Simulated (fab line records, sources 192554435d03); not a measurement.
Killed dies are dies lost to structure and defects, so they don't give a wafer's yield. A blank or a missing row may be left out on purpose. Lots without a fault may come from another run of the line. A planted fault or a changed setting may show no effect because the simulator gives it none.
fab line records | flow n5_finfet | part 1 of 2: steps 1 to 4 of 6
record lots=22 wafers=66 last_day=18
route steps=1938 shown MOL_CONTACT_COAG@615 BEOL_M0_SAQP@649
lots that met no fault: from a run of the same line without faults
start_h: hours from the record's first day to the start of the lot's first wafer shown | wait_h: hours since the lot's step before | " the same as in the row above | L1.1+2: a row that stands for several wafers | - no value, or no start given | * or withheld: withheld | < > ~ a bound
route shown NAME@n: a module of which the file shows steps, and the number in the route of the first | usual: mean/standard deviation of fault-free wafers | same: alike in all rows | chamber/n: place in a boat | sites: the reading at each site | _std_site: their standard deviation | _edge_site: outer sites' mean less inner sites' | radius_mm: how far each site lies from the wafer's centre | mask NAME#n: copy n | behind: the tool/chamber that last shaped the wafer | hold: why the lot was held/for how many hours/how that ended | device: the transistor (n, p or np) that didn't switch | end of line: the same wafers' tests at the end of the route | a step without rows: its recipe alone | killed: dies lost to structure and defects at the first sort, not the wafer's yield | map: a wafer's dies, x killed, . not, _ none there
set.NAME: the setting as run; set.NAME@STEP: as run at that earlier step | model.NAME: the simulator's own value behind a step, which no gauge read
steps of the route over a sample of lots; a table a step, a row a wafer
services: from which hour (start_h, from the record's first day; less than 0 if before it) a tool's chamber was out of use, for how many hours, and why
## steps
# step N5_MOL_CONTACT_COAG_VIA_ETCH_117
# recipe chemistry=C4F6/O2 target_depth_a=400 overetch_a=80 mask_material=SOC target=SiO2 bias_w=455 pressure_mtorr=10 time_s=26 source_w=325 Ar_flow_sccm=300 C4F6_flow_sccm=10 O2_flow_sccm=10 ion_energy_ev=575.3 ends=end_point
# usual drypump_motor_current_A=5.7/0.54 oes_product_au=0.68/0.071 rf_vpp_V=1591/19 showerhead_plenum_p_Torr=2.82/0.083 throttle_valve_pct=41.1/0.36
# columns lot.wafer tool chamber start_h wait_h drypump_motor_current_A oes_product_au rf_hours_counter_h rf_vpp_V showerhead_plenum_p_Torr throttle_valve_pct
L074.2 rie_diel-05 0 105.10 0.0 6.1 0.82 21 1572 2.79 40.8
L074.4 " 2 " " 5.5 0.62 223 1627 2.93 40.6
L074.6 " 1 " " 5.8 0.65 - 1594 2.83 41.3
L075.1 rie_diel-06 1 114.08 0.0 4.9 0.70 129 1563 2.77 41.9
L075.4 " 3 " " 5.4 0.64 193 1609 2.73 41.2
L075.6 " 3 " " 5.4 0.64 - 1609 2.73 41.2
L076.3 rie_diel-06 3 117.27 0.0 5.5 0.64 194 1610 2.73 41.2
L076.5 " 2 " " 6.6 0.61 - 1573 2.70 40.9
L076.6 " 1 " " 4.9 0.69 - 1564 2.77 41.9
L078.1 rie_diel-05 1 126.92 0.0 5.8 0.64 228 1595 2.82 41.2
L078.3 " 0 " " 6.1 0.79 29 1572 2.79 40.7
L078.4 " 2 " " 5.5 0.61 231 1625 2.92 40.6
L079.1 rie_diel-01 0 134.01 0.0 4.9 0.73 89 1606 2.75 41.1
L079.3 " 1 " " 5.1 0.67 144 1592 2.83 41.2
L079.4 " 2 " " 6.5 0.76 50 1572 2.91 40.5
L080.2 rie_diel-05 2 136.93 0.0 5.5 0.62 235 1628 2.92 40.6
L080.3 " 1 " " 5.8 0.64 232 1593 2.82 41.3
L080.6 " 0 " " 6.1 0.79 - 1573 2.79 40.8
L081.3 rie_diel-06 1 142.81 0.0 4.8 0.69 139 1563 2.76 41.9
L081.5 " 2 " " 6.6 0.61 - 1572 2.69 40.9
L081.6 " 1 " " 4.9 0.69 - 1563 2.76 41.9
L083.4 rie_diel-06 1 156.32 0.0 4.9 0.68 144 1563 2.76 41.9
L083.5 " 2 " " 6.7 0.61 - 1571 2.69 40.9
L083.6 " 1 " " 4.9 0.68 - 1563 2.76 41.9
L084.3 rie_diel-05 3 165.31 0.0 6.1 0.64 196 1601 2.93 41.2
L084.4 " 2 " " 5.5 0.61 240 1626 2.92 40.6
L084.5 " 1 " " 5.7 0.64 - 1593 2.82 41.3
L085.2 rie_diel-01 0 165.47 0.0 4.9 0.72 104 1605 2.74 41.1
L085.3 " 3 " " 5.2 0.62 245 1619 2.79 40.9
L085.5 " 3 " " 5.2 0.62 - 1618 2.79 40.9
L086.1 rie_diel-06 1 169.81 0.0 4.9 0.68 149 1564 2.76 41.9
L086.3 " 3 " " 5.4 0.62 216 1607 2.72 41.2
L086.5 " 0 " " 5.6 0.69 - 1590 2.87 41.3
L087.1 rie_diel-06 3 181.17 0.0 5.5 0.62 221 1608 2.71 41.2
L087.3 " 2 " " 6.6 0.60 248 1572 2.69 41.0
L087.6 " 3 " " 5.5 0.62 - 1609 2.71 41.2
L088.2 rie_diel-05 1 186.03 0.0 5.8 0.64 242 1593 2.82 41.3
L088.4 " 0 " " 6.1 0.78 42 1571 2.78 40.7
L088.5 " 1 " " 5.8 0.63 - 1591 2.82 41.3
L089.4 rie_diel-05 2 191.18 0.0 5.5 0.61 248 1627 2.91 40.6
L089.5 " 0 " " 6.1 0.78 - 1573 2.78 40.8
L089.6 " 1 " " 5.8 0.64 - 1592 2.82 41.3
L090.1 rie_diel-01 1 200.63 0.0 5.1 0.66 171 1591 2.82 41.3
L090.3 " 2 " " 6.5 0.73 76 1573 2.89 40.5
L090.5 " 0 " " 4.9 0.71 - 1604 2.74 41.1
L091.3 rie_diel-05 3 202.09 0.0 6.1 0.64 209 1599 2.93 41.2
L091.5 " 1 " " 5.8 0.64 - 1593 2.81 41.3
L091.6 " 0 " " 6.1 0.77 - 1573 2.78 40.8
L092.2 rie_diel-05 1 208.59 0.0 5.8 0.63 250 1593 2.81 41.3
L092.3 " 0 " " 6.1 0.77 51 1571 2.78 40.8
L092.6 " 0 " " 6.1 0.77 - 1572 2.78 40.8
L093.2 rie_diel-05 1 213.97 0.0 5.8 0.63 253 1593 2.81 41.3
L093.3 " 3 " " 6.2 0.64 214 1601 2.93 41.2
L093.5 " 3 " " 6.1 0.63 - 1602 2.93 41.2
L094.1 rie_diel-06 2 229.38 0.0 6.6 0.87 8 1598 3.02 41.2
L094.5 " 3 " " 5.5 0.61 - 1608 2.71 41.2
L094.6 " 2 " " 6.6 0.87 - 1597 3.02 41.2
L095.1 rie_diel-01 2 229.58 0.0 6.5 0.72 86 1572 2.89 40.5
L095.4 " 3 " " 5.2 0.85 10 1617 2.78 40.8
L095.5 " 0 " " 4.9 0.70 - 1604 2.73 41.2
L096.1 rie_diel-05 3 234.21 0.0 6.1 0.63 222 1600 2.92 41.2
L096.2 " 0 " " 6.1 0.76 61 1571 2.78 40.8
L096.5 " 2 " " 5.5 0.84 - 1625 2.91 41.2
L097.2 rie_diel-06 1 240.26 0.0 4.9 0.66 178 1562 2.75 41.9
L097.3 " 3 " " 5.5 0.61 245 1607 2.70 41.2
L097.5 " 1 " " 4.9 0.66 - 1562 2.75 41.9
# step N5_MOL_CONTACT_COAG_INSPECT_97
# recipe inspect_instrument=darkfield mode=post_anneal
# usual raw_defect_count=40/15
# columns lot.wafer tool chamber start_h wait_h raw_defect_count
L074.2 defect_inspect-02 - 111.58 0.1 37
L074.4 " - " " 51
L074.6 " - " " 34
L075.1 defect_inspect-01 - 118.27 0.0 36
L075.4 " - " " 24
L075.6 " - " " 39
L076.3 defect_inspect-01 - 121.46 0.1 48
L076.5 " - " " 32
L076.6 " - " " 29
L078.1 defect_inspect-02 - 131.08 0.0 54
L078.3 " - " " 36
L078.4 " - " " 21
L079.1 defect_inspect-01 - 138.16 0.0 33
L079.3 " - " " 24
L079.4 " - " " 32
L080.2 defect_inspect-02 - 141.18 0.0 65
L080.3 " - " " 41
L080.6 " - " " 56
L081.3 defect_inspect-02 - 147.00 0.1 45
L081.5 " - " " 32
L081.6 " - " " 64
L083.4 defect_inspect-02 - 160.54 0.1 41
L083.5 " - " " 39
L083.6 " - " " 63
L084.3 defect_inspect-02 - 169.51 0.1 23
L084.4 " - " " 46
L084.5 " - " " 39
L085.2 defect_inspect-01 - 172.49 0.0 44
L085.3 " - " " 48
L085.5 " - " " 60
L086.1 defect_inspect-02 - 175.48 0.0 45
L086.3 " - " " 25
L086.5 " - " " 43
L087.1 defect_inspect-02 - 185.32 0.0 37
L087.3 " - " " 32
L087.6 " - " " 52
L088.2 defect_inspect-01 - 190.22 0.1 29
L088.4 " - " " 29
L088.5 " - " " 29
L089.4 defect_inspect-01 - 195.41 0.1 38
L089.5 " - " " 42
L089.6 " - " " 27
L090.1 defect_inspect-02 - 204.77 0.0 36
L090.3 " - " " 27
L090.5 " - " " 55
L091.3 defect_inspect-02 - 207.81 0.1 38
L091.5 " - " " 49
L091.6 " - " " 36
L092.2 defect_inspect-02 - 212.78 0.1 39
L092.3 " - " " 47
L092.6 " - " " 37
L093.2 defect_inspect-02 - 218.14 0.0 41
L093.3 " - " " 47
L093.5 " - " " 72
L094.1 defect_inspect-02 - 233.52 0.0 33
L094.5 " - " " 23
L094.6 " - " " 20
L095.1 defect_inspect-02 - 236.52 0.0 40
L095.4 " - " " 49
L095.5 " - " " 50
L096.1 defect_inspect-02 - 239.52 0.0 36
L096.2 " - " " 26
L096.5 " - " " 27
L097.2 defect_inspect-02 - 244.44 0.1 27
L097.3 " - " " 44
L097.5 " - " " 30
# step N5_BEOL_M0_SAQP_CD_MEAS_14
# recipe target_cd_nm=42.5 landing_energy_ev=500 detector=se_inlens
# usual cd_nm=42.8/0.4
# columns lot.wafer tool chamber start_h wait_h cd_nm
L074.2 cd_sem-01 0 113.57 - 42.5
L074.4 " 0 " " 43.1
L074.6 " 0 " " 43.0
L075.1 cd_sem-02 0 120.62 - 43.1
L075.4 " 0 " " 42.3
L075.6 " 0 " " 42.4
L076.3 cd_sem-01 0 124.10 - 42.5
L076.5 " 0 " " 42.0
L076.6 " 0 " " 43.2
L078.1 cd_sem-01 0 132.93 - 42.3
L078.3 " 0 " " 42.3
L078.4 " 0 " " 42.0
L079.1 cd_sem-03 0 139.78 - 43.4
L079.3 " 0 " " 42.9
L079.4 " 0 " " 42.8
L080.2 cd_sem-02 0 142.96 - 42.5
L080.3 " 0 " " 42.8
L080.6 " 0 " " 42.6
L081.3 cd_sem-01 0 148.38 - 42.7
L081.5 " 0 " " 42.4
L081.6 " 0 " " 42.8
L083.4 cd_sem-02 0 162.86 - 43.1
L083.5 " 0 " " 43.3
L083.6 " 0 " " 42.9
L085.2 cd_sem-02 0 173.79 - 43.2
L085.3 " 0 " " 42.7
L085.5 " 0 " " 42.8
L084.3 cd_sem-03 0 173.95 - 42.9
L084.4 " 0 " " 43.0
L084.5 " 0 " " 42.5
L086.1 cd_sem-02 0 179.03 - 43.2
L086.3 " 0 " " 42.3
L086.5 " 0 " " 43.2
L087.1 cd_sem-01 0 187.75 - 42.8
L087.3 " 0 " " 42.3
L087.6 " 0 " " 42.8
L088.2 cd_sem-03 0 191.75 - 42.9
L088.4 " 0 " " 42.7
L088.5 " 0 " " 42.6
L089.4 cd_sem-01 0 197.07 - 43.0
L089.5 " 0 " " 43.7
L089.6 " 0 " " 42.5
L090.1 cd_sem-03 0 206.32 - 43.0
L090.3 " 0 " " 43.1
L090.5 " 0 " " 43.3
L091.3 cd_sem-01 0 208.99 - 42.8
L091.5 " 0 " " 42.3
L091.6 " 0 " " 42.9
L092.2 cd_sem-02 0 215.04 - 42.9
L092.3 " 0 " " 43.3
L092.6 " 0 " " 43.5
L093.2 cd_sem-03 0 220.67 - 42.9
L093.3 " 0 " " 42.6
L093.5 " 0 " " 42.3
L094.1 cd_sem-02 0 235.28 - 43.0
L094.5 " 0 " " 42.7
L094.6 " 0 " " 43.4
L095.1 cd_sem-02 0 239.22 - 42.4
L095.4 " 0 " " 43.0
L095.5 " 0 " " 42.0
L096.1 cd_sem-01 0 242.23 - 42.8
L096.2 " 0 " " 42.8
L096.5 " 0 " " 42.9
L097.2 cd_sem-01 0 246.78 - 43.2
L097.3 " 0 " " 41.7
L097.5 " 0 " " 42.9
# step N5_BEOL_M0_SAQP_DESCUM_19
# recipe chemistry=O2 time_s=7.9 source_power_w=50 bias_power_w=20 pressure_mtorr=20 rf_frequency_hz=2.712e+07 temp_c=40 resist=CAR-ArF o2_flow_sccm=225
# usual bias_power_w=20.00/0.061 drypump_motor_current_A=5.7/0.42 oes_product_au=0.76/0.083 rf_vpp_V=243.1/1.3 showerhead_plenum_p_Torr=2.09/0.083 temp_c=40.00/0.13 throttle_valve_pct=20.48/0.23
# columns lot.wafer tool chamber start_h wait_h bias_power_w drypump_motor_current_A oes_product_au rf_hours_counter_h rf_vpp_V showerhead_plenum_p_Torr temp_c throttle_valve_pct
L074.2 rie_diel-04 3 113.81 0.2 19.88 6.3 0.90 32 245.4 2.24 40.36 20.54
L074.4 " 0 " " 20.14 5.5 0.72 197 242.2 1.98 40.08 20.49
L074.6 " 2 " " 19.97 5.8 0.76 - 242.7 2.07 40.06 20.21
L075.1 rie_diel-04 1 121.13 0.5 20.02 5.2 0.69 217 242.8 2.17 40.10 20.63
L075.4 " 0 " " 20.09 5.5 0.71 - 240.7 1.98 40.06 20.50
L075.6 " 1 " " 20.03 5.2 0.68 - 242.3 2.17 40.02 20.63
L076.3 rie_diel-02 3 124.19 0.0 19.89 4.9 0.75 184 240.5 2.01 39.83 20.87
L076.5 " 0 " " 20.04 5.7 0.67 - 243.3 2.15 39.98 20.56
L076.6 " 3 " " 19.88 4.9 0.74 - 239.6 2.01 39.90 20.88
L078.1 rie_diel-02 1 133.03 0.0 19.96 6.3 0.67 233 241.5 2.04 40.14 20.28
L078.3 " 2 " " 20.04 5.8 0.79 124 242.8 2.10 40.02 20.59
L078.4 " 0 " " 20.03 5.7 0.66 239 244.2 2.15 40.15 20.58
L079.1 rie_diel-04 1 139.87 0.0 20.01 5.2 0.69 224 244.6 2.17 39.99 20.64
L079.3 " 0 " " 19.96 5.5 0.70 208 241.3 1.97 39.91 20.51
L079.4 " 2 " " 19.99 5.8 0.74 151 242.5 2.07 39.91 20.24
L080.2 rie_diel-02 3 143.05 0.0 19.97 4.9 0.73 190 242.3 2.01 39.99 20.88
L080.3 " 1 " " 19.98 6.4 0.68 236 242.4 2.04 39.99 20.27
L080.6 " 0 " " 20.04 5.7 0.66 - 243.3 2.15 39.98 20.56
L081.3 rie_diel-04 0 148.46 0.0 20.08 5.5 0.70 212 241.4 1.97 40.18 20.50
L081.5 " 1 " " 20.00 5.2 0.70 - 245.6 2.16 40.11 20.63
L081.6 " 0 " " 19.97 5.5 0.70 - 241.1 1.97 40.24 20.51
L083.4 rie_diel-02 1 162.94 0.0 19.98 6.4 0.67 241 243.0 2.03 40.04 20.30
L083.5 " 0 " " 20.03 5.7 0.65 - 244.3 2.14 40.16 20.58
L083.6 " 1 " " 20.08 6.4 0.67 - 242.7 2.03 40.05 20.29
L085.2 rie_diel-04 1 173.87 0.0 20.06 5.2 0.68 234 243.4 2.16 40.36 20.64
L085.3 " 3 " " 20.05 6.3 0.88 47 244.5 2.24 40.21 20.59
L085.5 " 1 " " 20.06 5.2 0.68 - 244.4 2.16 40.08 20.65
L084.3 rie_diel-04 0 174.15 0.1 19.93 5.5 0.69 218 242.0 1.97 40.08 20.53
L084.4 " 2 " " 19.98 5.8 0.74 162 242.8 2.06 40.00 20.26
L084.5 " 3 " " 19.98 6.3 0.87 - 245.1 2.24 39.67 20.58
L086.1 rie_diel-04 3 179.12 0.0 19.95 6.3 0.87 48 245.5 2.23 40.08 20.59
L086.3 " 2 " " 19.98 5.8 0.75 163 244.0 2.06 39.84 20.24
L086.5 " 1 " " 20.04 5.2 0.67 - 244.5 2.16 39.94 20.65
L087.1 rie_diel-04 1 187.84 0.0 19.93 5.2 0.68 239 243.8 2.16 40.02 20.64
L087.3 " 3 " " 19.92 6.3 0.86 51 244.5 2.23 40.02 20.58
L087.6 " 3 " " 19.90 6.3 0.87 - 244.1 2.23 39.94 20.59
L088.2 rie_diel-03 1 191.84 0.0 20.00 5.7 0.77 145 242.1 2.09 40.10 20.16
L088.4 " 2 " " 20.01 6.0 0.76 169 242.9 1.99 39.93 20.47
L088.5 " 0 " " 19.97 5.9 0.85 - 242.1 2.02 39.90 20.11
L089.4 rie_diel-02 2 197.17 0.0 20.00 5.8 0.76 - 243.3 2.10 39.88 20.63
L089.5 " 0 " " 19.87 5.7 0.98 - 243.3 2.14 40.05 20.17
L089.6 " 3 " " 19.99 4.9 0.72 - 241.3 2.00 39.96 20.90
L090.1 rie_diel-03 0 206.41 0.0 20.04 6.0 0.84 61 242.0 2.02 40.07 20.11
L090.3 " 1 " " 19.94 5.7 0.77 151 242.9 2.08 39.91 20.17
L090.5 " 0 " " 19.98 5.9 0.85 - 243.3 2.02 40.04 20.12
L091.3 rie_diel-03 3 209.07 0.0 20.02 5.5 0.69 193 243.7 2.17 39.98 20.45
L091.5 " 3 " " 20.09 5.5 0.68 - 243.1 2.17 39.76 20.44
L091.6 " 0 " " 20.01 5.9 0.85 - 241.7 2.02 40.10 20.12
L092.2 rie_diel-02 2 215.13 0.0 19.93 5.9 0.75 152 242.8 2.09 39.91 20.65
L092.3 " 0 " " 20.15 5.7 0.93 8 243.1 2.14 39.94 20.19
L092.6 " 3 " " 19.94 4.9 0.72 - 240.4 2.00 40.03 20.93
L093.2 rie_diel-02 0 220.76 0.0 20.00 5.7 0.94 10 244.5 2.14 39.92 20.18
L093.3 " 1 " " 19.98 6.3 1.00 0 243.2 2.03 39.90 19.94
L093.5 " 0 " " 19.98 5.7 0.94 - 244.8 2.14 39.95 20.20
L094.1 rie_diel-04 0 235.36 0.0 20.06 5.5 0.69 232 241.1 1.96 39.87 20.53
L094.5 " 2 " " 19.94 5.8 0.73 - 243.9 2.06 39.96 20.28
L094.6 " 3 " " 20.04 6.2 0.85 - 245.4 2.23 40.02 20.59
L095.1 rie_diel-04 2 239.30 0.0 19.97 5.8 0.72 181 244.3 2.06 39.92 20.28
L095.4 " 0 " " 20.00 5.5 0.68 - 241.3 1.96 40.15 20.54
L095.5 " 3 " " 20.03 6.3 0.84 - 243.7 2.23 40.10 20.61
L096.1 rie_diel-02 3 242.41 0.1 19.98 4.9 0.71 223 241.9 2.00 39.85 20.95
L096.2 " 1 " " 19.99 6.3 0.96 6 242.5 2.03 39.95 19.96
L096.5 " 1 " " 20.02 6.4 0.97 - 242.9 2.03 40.06 19.96
L097.2 rie_diel-04 0 246.86 0.0 19.88 5.5 0.69 237 241.9 1.96 40.02 20.56
L097.3 " 3 " " 19.94 6.3 0.84 69 245.3 2.23 40.07 20.63
L097.5 " 3 " " 20.03 6.3 0.85 - 245.7 2.23 40.12 20.62
